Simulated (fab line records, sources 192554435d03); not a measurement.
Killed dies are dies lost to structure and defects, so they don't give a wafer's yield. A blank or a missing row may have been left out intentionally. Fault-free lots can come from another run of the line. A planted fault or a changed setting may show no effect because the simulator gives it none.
fab line records || flow n5-finfet
[record] {"lots": 7, "wafers": 39}
route steps=1938 shown SD_EPI_P@321 MOL_CONTACT_COAG@579
start-h: start of the lot's first displayed wafer, in hours after the record's first day || wait-h: hours elapsed since this lot's preceding step || " unchanged from the row above || L1.1+2: several wafers, shown together as one row || - no value present, or no start provided || * or withheld: withheld || < > ~ a bound
route shown NAME@n: a module of which the file shows steps, and the number in the route of the first || usual: mean/standard deviation taken from wafers without a fault || same: alike in all rows || chamber/n: place in a boat || sites: the reading at each site || _std_site: standard deviation of those values || _edge_site: inner sites' mean taken away from outer sites' mean || radius-mm: how far each site lies from the wafer's centre || mask NAME#n: copy n || behind: the most recent tool/chamber to have shaped the wafer || hold: reason for holding the lot/hours on hold/outcome of the hold || device: the transistor (n, p or np) that didn't switch || end of line: tests run on the same wafers once the route is complete || a step given without rows: its recipe and nothing more || killed: count of dies lost to structure and defects at first sort (not the wafer's yield) || map: dies across one wafer; x = killed, . = not, _ = none there
set.NAME: the run value of the setting; set.NAME@STEP: its run value at that earlier step || model.NAME: the simulator's own value behind a step, which no gauge read
lots whose settings were changed on purpose; a table a step, a row a wafer
[[steps]]
[step N5_SD_EPI_P_EPI_21]
[recipe] {"material": "SiGe:B", "dopant": "B", "temp-c": 550, "pressure-torr": 20, "ambient": "H2", "time-s": 355}
{"lot.wafer": "L074.1", "tool": "epi-rpcvd-02", "chamber": 0, "start-h": 57.41, "wait-h": 0.1, "set.pressure-torr": 20, "model.SiGe-B_of_SD_EPI_P_EPI_21.thk-nm": 61}
{"lot.wafer": "L074.2+5", "tool": "epi-rpcvd-02", "chamber": 0, "start-h": 57.41, "wait-h": 0.1, "set.pressure-torr": 20, "model.SiGe-B_of_SD_EPI_P_EPI_21.thk-nm": 61.6}
{"lot.wafer": "L074.3", "tool": "epi-rpcvd-02", "chamber": 0, "start-h": 57.41, "wait-h": 0.1, "set.pressure-torr": 20, "model.SiGe-B_of_SD_EPI_P_EPI_21.thk-nm": 62}
{"lot.wafer": "L074.4", "tool": "epi-rpcvd-02", "chamber": 0, "start-h": 57.41, "wait-h": 0.1, "set.pressure-torr": 20, "model.SiGe-B_of_SD_EPI_P_EPI_21.thk-nm": 61.4}
{"lot.wafer": "L074.6", "tool": "epi-rpcvd-02", "chamber": 0, "start-h": 57.41, "wait-h": 0.1, "set.pressure-torr": 20, "model.SiGe-B_of_SD_EPI_P_EPI_21.thk-nm": 61.8}
{"lot.wafer": "L081.1", "tool": "epi-rpcvd-02", "chamber": 0, "start-h": 99.77, "wait-h": 0.1, "set.pressure-torr": 23.98, "model.SiGe-B_of_SD_EPI_P_EPI_21.thk-nm": 64.8}
{"lot.wafer": "L081.2+4", "tool": "epi-rpcvd-02", "chamber": 0, "start-h": 99.77, "wait-h": 0.1, "set.pressure-torr": 23.98, "model.SiGe-B_of_SD_EPI_P_EPI_21.thk-nm": 64.2}
{"lot.wafer": "L081.3", "tool": "epi-rpcvd-02", "chamber": 0, "start-h": 99.77, "wait-h": 0.1, "set.pressure-torr": 23.98, "model.SiGe-B_of_SD_EPI_P_EPI_21.thk-nm": 65.2}
{"lot.wafer": "L081.5", "tool": "epi-rpcvd-02", "chamber": 0, "start-h": 99.77, "wait-h": 0.1, "set.pressure-torr": 23.98, "model.SiGe-B_of_SD_EPI_P_EPI_21.thk-nm": 63.6}
{"lot.wafer": "L081.6", "tool": "epi-rpcvd-02", "chamber": 0, "start-h": 99.77, "wait-h": 0.1, "set.pressure-torr": 23.98, "model.SiGe-B_of_SD_EPI_P_EPI_21.thk-nm": 64}
{"lot.wafer": "L084.2", "tool": "epi-rpcvd-02", "chamber": 0, "start-h": 115.63, "wait-h": 0.5, "set.pressure-torr": 20, "model.SiGe-B_of_SD_EPI_P_EPI_21.thk-nm": 60.2}
{"lot.wafer": "L084.5", "tool": "epi-rpcvd-02", "chamber": 0, "start-h": 116.71, "wait-h": 1.5, "set.pressure-torr": 20, "model.SiGe-B_of_SD_EPI_P_EPI_21.thk-nm": 61.4}
{"lot.wafer": "L084.6", "tool": "epi-rpcvd-02", "chamber": 0, "start-h": 116.71, "wait-h": 1.5, "set.pressure-torr": 20, "model.SiGe-B_of_SD_EPI_P_EPI_21.thk-nm": 60.6}
{"lot.wafer": "L086.1+3", "tool": "epi-rpcvd-02", "chamber": 0, "start-h": 127.79, "wait-h": 0.1, "set.pressure-torr": 20, "model.SiGe-B_of_SD_EPI_P_EPI_21.thk-nm": 60.6}
{"lot.wafer": "L086.2", "tool": "epi-rpcvd-02", "chamber": 0, "start-h": 127.79, "wait-h": 0.1, "set.pressure-torr": 20, "model.SiGe-B_of_SD_EPI_P_EPI_21.thk-nm": 60.8}
{"lot.wafer": "L086.4+5", "tool": "epi-rpcvd-02", "chamber": 0, "start-h": 127.79, "wait-h": 0.1, "set.pressure-torr": 20, "model.SiGe-B_of_SD_EPI_P_EPI_21.thk-nm": 61}
{"lot.wafer": "L086.6", "tool": "epi-rpcvd-02", "chamber": 0, "start-h": 127.79, "wait-h": 0.1, "set.pressure-torr": 20, "model.SiGe-B_of_SD_EPI_P_EPI_21.thk-nm": 60.4}
{"lot.wafer": "L090.1+5", "tool": "epi-rpcvd-04", "chamber": 0, "start-h": 153.29, "wait-h": 0.1, "set.pressure-torr": 21.09, "model.SiGe-B_of_SD_EPI_P_EPI_21.thk-nm": 61}
{"lot.wafer": "L090.2+6", "tool": "epi-rpcvd-04", "chamber": 0, "start-h": 153.29, "wait-h": 0.1, "set.pressure-torr": 21.09, "model.SiGe-B_of_SD_EPI_P_EPI_21.thk-nm": 62}
{"lot.wafer": "L090.3+4", "tool": "epi-rpcvd-04", "chamber": 0, "start-h": 153.29, "wait-h": 0.1, "set.pressure-torr": 21.09, "model.SiGe-B_of_SD_EPI_P_EPI_21.thk-nm": 60.8}
{"lot.wafer": "L095.1", "tool": "epi-rpcvd-04", "chamber": 0, "start-h": 184.08, "wait-h": 0.1, "set.pressure-torr": 22.8, "model.SiGe-B_of_SD_EPI_P_EPI_21.thk-nm": 64.2}
{"lot.wafer": "L095.2+6", "tool": "epi-rpcvd-04", "chamber": 0, "start-h": 184.08, "wait-h": 0.1, "set.pressure-torr": 22.8, "model.SiGe-B_of_SD_EPI_P_EPI_21.thk-nm": 64}
{"lot.wafer": "L095.3", "tool": "epi-rpcvd-04", "chamber": 0, "start-h": 184.08, "wait-h": 0.1, "set.pressure-torr": 22.8, "model.SiGe-B_of_SD_EPI_P_EPI_21.thk-nm": 64.4}
{"lot.wafer": "L095.4", "tool": "epi-rpcvd-04", "chamber": 0, "start-h": 184.08, "wait-h": 0.1, "set.pressure-torr": 22.8, "model.SiGe-B_of_SD_EPI_P_EPI_21.thk-nm": 63.8}
{"lot.wafer": "L095.5", "tool": "epi-rpcvd-04", "chamber": 0, "start-h": 184.08, "wait-h": 0.1, "set.pressure-torr": 22.8, "model.SiGe-B_of_SD_EPI_P_EPI_21.thk-nm": 63.4}
{"lot.wafer": "L097.1+5", "tool": "epi-rpcvd-01", "chamber": 0, "start-h": 194.88, "wait-h": 0.2, "set.pressure-torr": 23.61, "model.SiGe-B_of_SD_EPI_P_EPI_21.thk-nm": 66.6}
{"lot.wafer": "L097.2", "tool": "epi-rpcvd-01", "chamber": 0, "start-h": 194.88, "wait-h": 0.2, "set.pressure-torr": 23.61, "model.SiGe-B_of_SD_EPI_P_EPI_21.thk-nm": 65.8}
{"lot.wafer": "L097.3", "tool": "epi-rpcvd-01", "chamber": 0, "start-h": 194.88, "wait-h": 0.2, "set.pressure-torr": 23.61, "model.SiGe-B_of_SD_EPI_P_EPI_21.thk-nm": 66}
{"lot.wafer": "L097.4", "tool": "epi-rpcvd-01", "chamber": 0, "start-h": 194.88, "wait-h": 0.2, "set.pressure-torr": 23.61, "model.SiGe-B_of_SD_EPI_P_EPI_21.thk-nm": 67.4}
{"lot.wafer": "L097.6", "tool": "epi-rpcvd-01", "chamber": 0, "start-h": 194.88, "wait-h": 0.2, "set.pressure-torr": 23.61, "model.SiGe-B_of_SD_EPI_P_EPI_21.thk-nm": 66.8}
[step N5_MOL_CONTACT_COAG_ALD_131]
[recipe] {"material": "SiO2", "target-thk-a": 50, "temp-c": 100, "ald-precursor-family": "BDEAS", "ald-co-reactant": "O2-plasma", "pulse-time-s": 1, "co-reactant-pulse-time-s": 1, "purge-time-s": 2, "co-reactant-purge-time-s": 2, "ald-cycles": 35, "pressure-torr": 2}
{"lot.wafer": "L074.1+3+5", "tool": "ald-sin-02", "chamber": "2,3,0", "start-h": 100.35, "wait-h": 0.1, "set.ald-cycles": 35, "model.SiO2_of_MOL_CONTACT_COAG_ALD_131.thk-nm": 5}
{"lot.wafer": "L074.2+4+6", "tool": "ald-sin-02", "chamber": "0,1,1", "start-h": 100.35, "wait-h": 0.1, "set.ald-cycles": 31, "model.SiO2_of_MOL_CONTACT_COAG_ALD_131.thk-nm": 4.4}
{"lot.wafer": "L081.1+2+5", "tool": "ald-sin-01", "chamber": "2,1,3", "start-h": 143.15, "wait-h": 0.1, "set.ald-cycles": 39, "model.SiO2_of_MOL_CONTACT_COAG_ALD_131.thk-nm": 5.6}
{"lot.wafer": "L081.3+4+6", "tool": "ald-sin-01", "chamber": "0,3,0", "start-h": 143.15, "wait-h": 0.1, "set.ald-cycles": 35, "model.SiO2_of_MOL_CONTACT_COAG_ALD_131.thk-nm": 5}
{"lot.wafer": "L084.2+5+6", "tool": "ald-sin-04", "chamber": "3,0,1", "start-h": 157.18, "wait-h": 0.6, "set.ald-cycles": 35, "model.SiO2_of_MOL_CONTACT_COAG_ALD_131.thk-nm": 5}
{"lot.wafer": "L086.1+2+3", "tool": "ald-sin-01", "chamber": "0,1,3", "start-h": 173.97, "wait-h": 0.5, "set.ald-cycles": 35, "model.SiO2_of_MOL_CONTACT_COAG_ALD_131.thk-nm": 5}
{"lot.wafer": "L086.4+5+6", "tool": "ald-sin-01", "chamber": "2,3,2", "start-h": 173.97, "wait-h": 0.5, "set.ald-cycles": 29, "model.SiO2_of_MOL_CONTACT_COAG_ALD_131.thk-nm": 4.2}
{"lot.wafer": "L090.1+2+3", "tool": "ald-sin-04", "chamber": "1,3,0", "start-h": 196.14, "wait-h": 0.1, "set.ald-cycles": 35, "model.SiO2_of_MOL_CONTACT_COAG_ALD_131.thk-nm": 5}
{"lot.wafer": "L090.4+5+6", "tool": "ald-sin-04", "chamber": "2,3,0", "start-h": 196.14, "wait-h": 0.1, "set.ald-cycles": 30, "model.SiO2_of_MOL_CONTACT_COAG_ALD_131.thk-nm": 4.2}
{"lot.wafer": "L095.1+4+5", "tool": "ald-sin-02", "chamber": "3,1,3", "start-h": 226.68, "wait-h": 0.1, "set.ald-cycles": 35, "model.SiO2_of_MOL_CONTACT_COAG_ALD_131.thk-nm": 5}
{"lot.wafer": "L095.2+3+6", "tool": "ald-sin-02", "chamber": "0,2,2", "start-h": 226.68, "wait-h": 0.1, "set.ald-cycles": 37, "model.SiO2_of_MOL_CONTACT_COAG_ALD_131.thk-nm": 5.4}
{"lot.wafer": "L097.1+4+5", "tool": "ald-sin-02", "chamber": "1,0,1", "start-h": 241.23, "wait-h": 0.1, "set.ald-cycles": 40, "model.SiO2_of_MOL_CONTACT_COAG_ALD_131.thk-nm": 5.8}
{"lot.wafer": "L097.2+3+6", "tool": "ald-sin-02", "chamber": "2,3,0", "start-h": 241.23, "wait-h": 0.1, "set.ald-cycles": 35, "model.SiO2_of_MOL_CONTACT_COAG_ALD_131.thk-nm": 5}
[step N5_MOL_CONTACT_COAG_EXPOSE_37]
[recipe] {"mask-id": "VD", "na": 0.33, "source-shape": "annular", "sigma-inner": 0.3, "sigma-outer": 0.7, "polarization": "unpolarized", "defocus-nm": 0, "dose-mj": 62}
{"lot.wafer": "L074.1+2+4", "tool": "euv-scanner-01", "chamber": 0, "start-h": 101.24, "wait-h": "-", "mask": "VD#0", "set.dose-mj": 62}
{"lot.wafer": "L074.3+5+6", "tool": "euv-scanner-01", "chamber": 0, "start-h": 101.24, "wait-h": "-", "mask": "VD#0", "set.dose-mj": 63.9}
{"lot.wafer": "L081.1+3+6", "tool": "euv-scanner-01", "chamber": 0, "start-h": 144.14, "wait-h": "-", "mask": "VD#0", "set.dose-mj": 59.65}
{"lot.wafer": "L081.2+4+5", "tool": "euv-scanner-01", "chamber": 0, "start-h": 144.14, "wait-h": "-", "mask": "VD#0", "set.dose-mj": 62}
{"lot.wafer": "L084.2+5+6", "tool": "euv-scanner-01", "chamber": 0, "start-h": 158.34, "wait-h": "-", "mask": "VD#0", "set.dose-mj": 62}
{"lot.wafer": "L086.1+4+5", "tool": "euv-scanner-01", "chamber": 0, "start-h": 174.94, "wait-h": "-", "mask": "VD#0", "set.dose-mj": 66.53}
{"lot.wafer": "L086.2+3+6", "tool": "euv-scanner-01", "chamber": 0, "start-h": 174.94, "wait-h": "-", "mask": "VD#0", "set.dose-mj": 62}
{"lot.wafer": "L090.1+4+5", "tool": "euv-scanner-02", "chamber": 0, "start-h": 196.99, "wait-h": "-", "mask": "VD#0", "set.dose-mj": 64.08}
{"lot.wafer": "L090.2+3+6", "tool": "euv-scanner-02", "chamber": 0, "start-h": 196.99, "wait-h": "-", "mask": "VD#0", "set.dose-mj": 62}
{"lot.wafer": "L095.1+2+3+4+5+6", "tool": "euv-scanner-01", "chamber": 0, "start-h": 227.53, "wait-h": "-", "mask": "VD#0", "set.dose-mj": 62}
{"lot.wafer": "L097.1+3+5", "tool": "euv-scanner-02", "chamber": 0, "start-h": 242.08, "wait-h": "-", "mask": "VD#0", "set.dose-mj": 62}
{"lot.wafer": "L097.2+4+6", "tool": "euv-scanner-02", "chamber": 0, "start-h": 242.08, "wait-h": "-", "mask": "VD#0", "set.dose-mj": 66.4}
[step N5_MOL_CONTACT_COAG_PEB_38]
[recipe] {"peb-temp-c": 100, "peb-time-s": 60, "resist": "CAR-EUV"}
[step N5_MOL_CONTACT_COAG_DEVELOP_39]
[recipe] {"develop-time-s": 30, "developer": "TMAH", "resist": "CAR-EUV", "rinse-liquid": "surfactant-rinse", "dry": "air-spin", "dev-temp-c": 23}
[step N5_MOL_CONTACT_COAG_CD_MEAS_40]
[recipe] {"target-cd-nm": 25.1, "landing-energy-ev": 500, "detector": "se-inlens", "polarity": "opening"}
[usual] {"cd-nm": "25.13/0.27"}
{"lot.wafer": "L074.1", "tool": "cd-sem-03", "chamber": 0, "start-h": 101.39, "wait-h": "-", "set.dose-mj@MOL_CONTACT_COAG_EXPOSE_37": 62, "cd-nm": 25.00}
{"lot.wafer": "L074.2", "tool": "cd-sem-03", "chamber": 0, "start-h": 101.39, "wait-h": "-", "set.dose-mj@MOL_CONTACT_COAG_EXPOSE_37": 62, "cd-nm": 24.89}
{"lot.wafer": "L074.3", "tool": "cd-sem-03", "chamber": 0, "start-h": 101.39, "wait-h": "-", "set.dose-mj@MOL_CONTACT_COAG_EXPOSE_37": 63.9, "cd-nm": 24.95}
{"lot.wafer": "L074.4", "tool": "cd-sem-03", "chamber": 0, "start-h": 101.39, "wait-h": "-", "set.dose-mj@MOL_CONTACT_COAG_EXPOSE_37": 62, "cd-nm": 24.94}
{"lot.wafer": "L074.5", "tool": "cd-sem-03", "chamber": 0, "start-h": 101.39, "wait-h": "-", "set.dose-mj@MOL_CONTACT_COAG_EXPOSE_37": 63.9, "cd-nm": 25.72}
{"lot.wafer": "L074.6", "tool": "cd-sem-03", "chamber": 0, "start-h": 101.39, "wait-h": "-", "set.dose-mj@MOL_CONTACT_COAG_EXPOSE_37": 63.9, "cd-nm": 25.87}
{"lot.wafer": "L081.1", "tool": "cd-sem-01", "chamber": 0, "start-h": 144.29, "wait-h": "-", "set.dose-mj@MOL_CONTACT_COAG_EXPOSE_37": 59.65, "cd-nm": 24.14}
{"lot.wafer": "L081.2", "tool": "cd-sem-01", "chamber": 0, "start-h": 144.29, "wait-h": "-", "set.dose-mj@MOL_CONTACT_COAG_EXPOSE_37": 62, "cd-nm": 25.04}
{"lot.wafer": "L081.3", "tool": "cd-sem-01", "chamber": 0, "start-h": 144.29, "wait-h": "-", "set.dose-mj@MOL_CONTACT_COAG_EXPOSE_37": 59.65, "cd-nm": 24.34}
{"lot.wafer": "L081.4", "tool": "cd-sem-01", "chamber": 0, "start-h": 144.29, "wait-h": "-", "set.dose-mj@MOL_CONTACT_COAG_EXPOSE_37": 62, "cd-nm": 25.09}
{"lot.wafer": "L081.5", "tool": "cd-sem-01", "chamber": 0, "start-h": 144.29, "wait-h": "-", "set.dose-mj@MOL_CONTACT_COAG_EXPOSE_37": 62, "cd-nm": 25.25}
{"lot.wafer": "L081.6", "tool": "cd-sem-01", "chamber": 0, "start-h": 144.29, "wait-h": "-", "set.dose-mj@MOL_CONTACT_COAG_EXPOSE_37": 59.65, "cd-nm": 24.31}
{"lot.wafer": "L084.2", "tool": "cd-sem-03", "chamber": 0, "start-h": 158.48, "wait-h": "-", "set.dose-mj@MOL_CONTACT_COAG_EXPOSE_37": 62, "cd-nm": 25.04}
{"lot.wafer": "L084.5", "tool": "cd-sem-03", "chamber": 0, "start-h": 158.48, "wait-h": "-", "set.dose-mj@MOL_CONTACT_COAG_EXPOSE_37": 62, "cd-nm": 24.98}
{"lot.wafer": "L084.6", "tool": "cd-sem-03", "chamber": 0, "start-h": 158.48, "wait-h": "-", "set.dose-mj@MOL_CONTACT_COAG_EXPOSE_37": 62, "cd-nm": 24.94}
{"lot.wafer": "L086.1", "tool": "cd-sem-01", "chamber": 0, "start-h": 175.09, "wait-h": "-", "set.dose-mj@MOL_CONTACT_COAG_EXPOSE_37": 66.53, "cd-nm": 26.10}
{"lot.wafer": "L086.2", "tool": "cd-sem-01", "chamber": 0, "start-h": 175.09, "wait-h": "-", "set.dose-mj@MOL_CONTACT_COAG_EXPOSE_37": 62, "cd-nm": 25.16}
{"lot.wafer": "L086.3", "tool": "cd-sem-01", "chamber": 0, "start-h": 175.09, "wait-h": "-", "set.dose-mj@MOL_CONTACT_COAG_EXPOSE_37": 62, "cd-nm": 24.84}
{"lot.wafer": "L086.4", "tool": "cd-sem-01", "chamber": 0, "start-h": 175.09, "wait-h": "-", "set.dose-mj@MOL_CONTACT_COAG_EXPOSE_37": 66.53, "cd-nm": 26.10}
{"lot.wafer": "L086.5", "tool": "cd-sem-01", "chamber": 0, "start-h": 175.09, "wait-h": "-", "set.dose-mj@MOL_CONTACT_COAG_EXPOSE_37": 66.53, "cd-nm": 26.45}
{"lot.wafer": "L086.6", "tool": "cd-sem-01", "chamber": 0, "start-h": 175.09, "wait-h": "-", "set.dose-mj@MOL_CONTACT_COAG_EXPOSE_37": 62, "cd-nm": 24.88}
{"lot.wafer": "L090.1", "tool": "cd-sem-01", "chamber": 0, "start-h": 197.13, "wait-h": "-", "set.dose-mj@MOL_CONTACT_COAG_EXPOSE_37": 64.08, "cd-nm": 25.68}
{"lot.wafer": "L090.2", "tool": "cd-sem-01", "chamber": 0, "start-h": 197.13, "wait-h": "-", "set.dose-mj@MOL_CONTACT_COAG_EXPOSE_37": 62, "cd-nm": 24.82}
{"lot.wafer": "L090.3", "tool": "cd-sem-01", "chamber": 0, "start-h": 197.13, "wait-h": "-", "set.dose-mj@MOL_CONTACT_COAG_EXPOSE_37": 62, "cd-nm": 25.24}
{"lot.wafer": "L090.4", "tool": "cd-sem-01", "chamber": 0, "start-h": 197.13, "wait-h": "-", "set.dose-mj@MOL_CONTACT_COAG_EXPOSE_37": 64.08, "cd-nm": 25.54}
{"lot.wafer": "L090.5", "tool": "cd-sem-01", "chamber": 0, "start-h": 197.13, "wait-h": "-", "set.dose-mj@MOL_CONTACT_COAG_EXPOSE_37": 64.08, "cd-nm": 25.42}
{"lot.wafer": "L090.6", "tool": "cd-sem-01", "chamber": 0, "start-h": 197.13, "wait-h": "-", "set.dose-mj@MOL_CONTACT_COAG_EXPOSE_37": 62, "cd-nm": 24.99}
{"lot.wafer": "L095.1", "tool": "cd-sem-03", "chamber": 0, "start-h": 227.67, "wait-h": "-", "set.dose-mj@MOL_CONTACT_COAG_EXPOSE_37": 62, "cd-nm": 25.29}
{"lot.wafer": "L095.2", "tool": "cd-sem-03", "chamber": 0, "start-h": 227.67, "wait-h": "-", "set.dose-mj@MOL_CONTACT_COAG_EXPOSE_37": 62, "cd-nm": 24.96}
{"lot.wafer": "L095.3", "tool": "cd-sem-03", "chamber": 0, "start-h": 227.67, "wait-h": "-", "set.dose-mj@MOL_CONTACT_COAG_EXPOSE_37": 62, "cd-nm": 24.97}
{"lot.wafer": "L095.4", "tool": "cd-sem-03", "chamber": 0, "start-h": 227.67, "wait-h": "-", "set.dose-mj@MOL_CONTACT_COAG_EXPOSE_37": 62, "cd-nm": 25.21}
{"lot.wafer": "L095.5", "tool": "cd-sem-03", "chamber": 0, "start-h": 227.67, "wait-h": "-", "set.dose-mj@MOL_CONTACT_COAG_EXPOSE_37": 62, "cd-nm": 25.30}
{"lot.wafer": "L095.6", "tool": "cd-sem-03", "chamber": 0, "start-h": 227.67, "wait-h": "-", "set.dose-mj@MOL_CONTACT_COAG_EXPOSE_37": 62, "cd-nm": 25.17}
{"lot.wafer": "L097.1", "tool": "cd-sem-01", "chamber": 0, "start-h": 242.22, "wait-h": "-", "set.dose-mj@MOL_CONTACT_COAG_EXPOSE_37": 62, "cd-nm": 25.05}
{"lot.wafer": "L097.2", "tool": "cd-sem-01", "chamber": 0, "start-h": 242.22, "wait-h": "-", "set.dose-mj@MOL_CONTACT_COAG_EXPOSE_37": 66.4, "cd-nm": 25.81}
{"lot.wafer": "L097.3", "tool": "cd-sem-01", "chamber": 0, "start-h": 242.22, "wait-h": "-", "set.dose-mj@MOL_CONTACT_COAG_EXPOSE_37": 62, "cd-nm": 24.91}
{"lot.wafer": "L097.4", "tool": "cd-sem-01", "chamber": 0, "start-h": 242.22, "wait-h": "-", "set.dose-mj@MOL_CONTACT_COAG_EXPOSE_37": 66.4, "cd-nm": 26.10}
{"lot.wafer": "L097.5", "tool": "cd-sem-01", "chamber": 0, "start-h": 242.22, "wait-h": "-", "set.dose-mj@MOL_CONTACT_COAG_EXPOSE_37": 62, "cd-nm": 24.89}
{"lot.wafer": "L097.6", "tool": "cd-sem-01", "chamber": 0, "start-h": 242.22, "wait-h": "-", "set.dose-mj@MOL_CONTACT_COAG_EXPOSE_37": 66.4, "cd-nm": 26.15}
[[key]]
[split] {"step": "N5_SD_EPI_P_EPI_21", "setting": "pressure-torr", "stated": 20, "by": "lot"}
[response] {"step": "N5_SD_EPI_P_EPI_21", "reading": "model.SiGe-B_of_SD_EPI_P_EPI_21.thk-nm", "change": "+0.229", "per": "1%", "r": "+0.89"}
[split] {"step": "N5_MOL_CONTACT_COAG_ALD_131", "setting": "ald-cycles", "stated": 35, "by": "wafer"}
[response] {"step": "N5_MOL_CONTACT_COAG_ALD_131", "reading": "model.SiO2_of_MOL_CONTACT_COAG_ALD_131.thk-nm", "change": "+0.0528", "per": "1%", "r": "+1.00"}
[split] {"step": "N5_MOL_CONTACT_COAG_EXPOSE_37", "setting": "dose-mj", "stated": 62, "by": "wafer"}
[response] {"step": "N5_MOL_CONTACT_COAG_CD_MEAS_40", "reading": "cd-nm", "change": "+0.17", "per": "1%", "r": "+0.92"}
